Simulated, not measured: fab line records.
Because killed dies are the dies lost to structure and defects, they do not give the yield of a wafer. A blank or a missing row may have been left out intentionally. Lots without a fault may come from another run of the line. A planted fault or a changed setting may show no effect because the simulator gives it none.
The same fault as seen by 3 desks ; flow n5 finfet ; numbers are kept per desk, each desk with only its own; the story behind them comes last

## THE TOOL OWNER'S DESK: rie diel-06
The tool's own readings at N5_BEOL_M4_ETCHBACK_99 (etches SiO2 in CHF3, target depth 5 nm, time 10.4 s): means of the sampled wafers that have a number, for each lot that ran on this tool. Marked OUT: a lot whose mean sits more than 4 standard deviations from the usual mean, which makes it out of limits; the brackets give that distance.
Columns: A = drypump motor current A at N5_BEOL_M4_ETCHBACK_99, usual 5.6 A; B = oes_ar_750_au at N5_BEOL_M4_ETCHBACK_99, usual 0.78 a.u.; C = oes product au at N5_BEOL_M4_ETCHBACK_99, usual 0.79 a.u.; D = rf vpp V at N5_BEOL_M4_ETCHBACK_99, usual 241 V; E = showerhead plenum p Torr at N5_BEOL_M4_ETCHBACK_99, usual 2.14 Torr; F = throttle valve pct at N5_BEOL_M4_ETCHBACK_99, usual 17.13 %
lot;first seen here;A;B;C;D;E;F
L702;day 9 18:29;5.4;0.91;0.91;240;2.12;16.61
L705;day 11 10:29;5.8;0.82;0.76;241;2.08;16.99
This desk found nothing out of limits on any of the 2 lots.

## THE DEFECT DESK
Inspection counts along the route, by lot: the mean over sampled wafers that carry a number. Marked OUT: a lot whose mean sits more than 4 standard deviations from the usual mean, which makes it out of limits; the brackets give that distance.
Columns: A = raw defect count at N5_BEOL_M4_INSPECT_30, usual 455
lot;first seen here;A
L700;day 8 18:18;638
L702;day 9 13:53;355
L705;day 11 03:41;531
L718;day 12 21:17;410
L717;day 13 10:21;416
This desk found nothing out of limits on any of the 5 lots.

## THE METROLOGY DESK
Means of the sampled wafers that have a number, per lot and without regard to the tool the lot ran on: this is what the gauges read. Marked OUT: a lot whose mean sits more than 4 standard deviations from the usual mean, which makes it out of limits; the brackets give that distance. Only the readings that lie furthest out on some lot appear, 7 of the 12 it has.
Columns: A = DIBL_N at N5_BEOL_M4_RC_MEAS_101, usual 36.4 mV/V; B = IOFF_N at N5_BEOL_M4_RC_MEAS_101, usual 0.159 nA/um; C = IOFF_P at N5_BEOL_M4_RC_MEAS_101, usual 0.21 nA/um; D = ION_N at N5_BEOL_M4_RC_MEAS_101, usual 670 uA/um; E = ION_P at N5_BEOL_M4_RC_MEAS_101, usual 459 uA/um; F = VT_N at N5_BEOL_M4_RC_MEAS_101, usual 250 mV; G = VT_P at N5_BEOL_M4_RC_MEAS_101, usual -250 mV
lot;first seen here;A;B;C;D;E;F;G
L700;day 8 18:13;38.5;0.226;0.27;694;469;243;-244
L702;day 9 13:48;36.4;0.164;0.21;672;460;249;-251
L705;day 11 03:36;35.8;0.156;0.19;667;451;250;-254
L718;day 12 21:12;37.6;0.159;0.17;673;448;250;-257
L717;day 13 10:16;37.2;0.160;0.19;672;458;249;-252
This desk found nothing out of limits on any of the 5 lots.

## TAKEN TOGETHER
The desk of the tool owner found nothing out of limits.
Nothing the defect desk looked at was out of limits.
Metrology desk: nothing out of limits seen.

## WHAT THE SIMULATOR HAD INSERTED
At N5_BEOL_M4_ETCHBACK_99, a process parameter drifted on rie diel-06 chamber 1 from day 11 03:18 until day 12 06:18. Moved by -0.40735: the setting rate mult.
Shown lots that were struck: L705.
